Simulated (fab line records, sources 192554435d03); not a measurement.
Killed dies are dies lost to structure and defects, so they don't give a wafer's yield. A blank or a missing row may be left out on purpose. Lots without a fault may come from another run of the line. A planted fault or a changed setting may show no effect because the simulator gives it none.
Problem report in the 8D (eight disciplines) form, filled by code | flow n5_finfet | the parts of the form that need people (team, actions taken, sign-off) are left out

1. THE PROBLEM
cd_nm at N5_BEOL_M0_SAQP_CD_MEAS_29 reads a mean of 22.68 nm on 2 wafers of 2 lots; wafers without a fault read 15.03 nm with a standard deviation of 0.22. That is +35 standard deviations from the usual mean.
The step: target cd 14.4 nm.
First seen on wafer L562.5, day 7 10:10, on cd_sem-03. The record holds 27 wafers of 10 lots with a number at this step. Rule for "out", or "out of limits": more than 4 standard deviations from the usual mean. The other wafers with a number count as sound.

2. WHAT IT IS AND WHAT IT IS NOT
question                    | is               | is not
which readings at this step | cd_nm            | -
which lots                  | L562, L565       | L559, L572, L574, L576, L577, L578, L579, L580
which wafers of those lots  | L562.5, L565.4   | L562.1, L562.3, L565.1, L565.5
read on which gauges        | cd_sem-03        | cd_sem-01, cd_sem-02
when                        | from day 7 10:10 | up to then (5 sound wafers); but 20 sound wafers of L565, L572, L574, L576, L577, L578, L579, L580 came after

3. SUSPECTS, AND WHAT RULES EACH OUT
Counting: a tool at a process step up to the reading stays a suspect if it ran every lot that is out. Sound lots after the first of them don't rule it out here, since some wafers of a struck lot are sound.
- the gauge at N5_BEOL_M0_SAQP_CD_MEAS_29: ruled out. All the wafers that are out were read on cd_sem-03, but those of them that N5_PASSIVATION_PROBE_49 has rows for are out there too, on other tools.
- ald_sin-02 at N5_BEOL_M0_SAQP_SPACER2_ALD_26 (deposits SiO2, target thk 15 nm, pulse time 1 s, purge time 2 s): kept. It ran every lot that is out, first L562 (day 7 09:18); its last sound lot up to then is L559 (day 7 08:15).
- Within ald_sin-02 at N5_BEOL_M0_SAQP_SPACER2_ALD_26: the wafers that are out ran in chamber 0; their sound lot-mates ran in chambers 1, 2, 3.
Left after counting: ald_sin-02 at N5_BEOL_M0_SAQP_SPACER2_ALD_26.

4. THE CAUSE (what the simulator had put in)
Process parameter drift: ald_sin-02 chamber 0, from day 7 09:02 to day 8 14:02, at N5_BEOL_M0_SAQP_SPACER2_ALD_26. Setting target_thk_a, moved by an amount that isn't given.
Counting left only this tool.

5. THE CHAIN OF EFFECTS, in route order
Each row: a reading whose mean over the struck wafers that have a number lies more than 3 standard deviations from the usual. Only readings for which the record gives a usual standard deviation are gone through. hours: the time from each lot's start at the first step in this table that gives one to its start at this step, as a median over the lots. sigmas: the change in usual standard deviations.
hours | step                       | reading              | usual    | on struck wafers | change | sigmas
0     | N5_BEOL_M0_SAQP_CD_MEAS_29 | cd_nm                | 15.03 nm | 22.68            | +7.65  | +35
171   | N5_PASSIVATION_PROBE_49    | defect_limited_yield | 91.2 %   | 0.0              | -91.2  | -57
171   | N5_PASSIVATION_PROBE_49    | killed_at_M0_to_M3   | 35       | 1110             | +1074  | +98
171   | N5_PASSIVATION_PROBE_49    | killed_dies          | 104      | 1180             | +1076  | +57
171   | N5_PASSIVATION_PROBE_49    | killed_on_rim        | 13       | 152              | +139   | +36
171   | N5_PASSIVATION_PROBE_49    | sort_bin_5_function  | 5.1 %    | 96.5             | +91.5  | +91
171   | N5_PASSIVATION_PROBE_49    | sort_n_pass          | 1075     | 0                | -1075  | -49
171   | N5_PASSIVATION_PROBE_49    | sort_yield_pct       | 91.1 %   | 0.0              | -91.1  | -48
The process steps in it:
- N5_PASSIVATION_PROBE_49

6. WHAT WOULD HAVE CAUGHT IT SOONER
In this record the first reading out of limits at a measuring or inspecting step was taken at day 7 10:10, 1 hour after the fault began at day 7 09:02.
Of the tool readings at N5_BEOL_M0_SAQP_SPACER2_ALD_26 for which the record gives a usual standard deviation, none was out on any struck wafer, so an alarm limit of 4 standard deviations on them would not have fired.
Of the lots that are out (2), L565 began N5_BEOL_M0_SAQP_SPACER2_ALD_26 on ald_sin-02 after day 7 10:10. A hold on the tool at that time would have spared it.
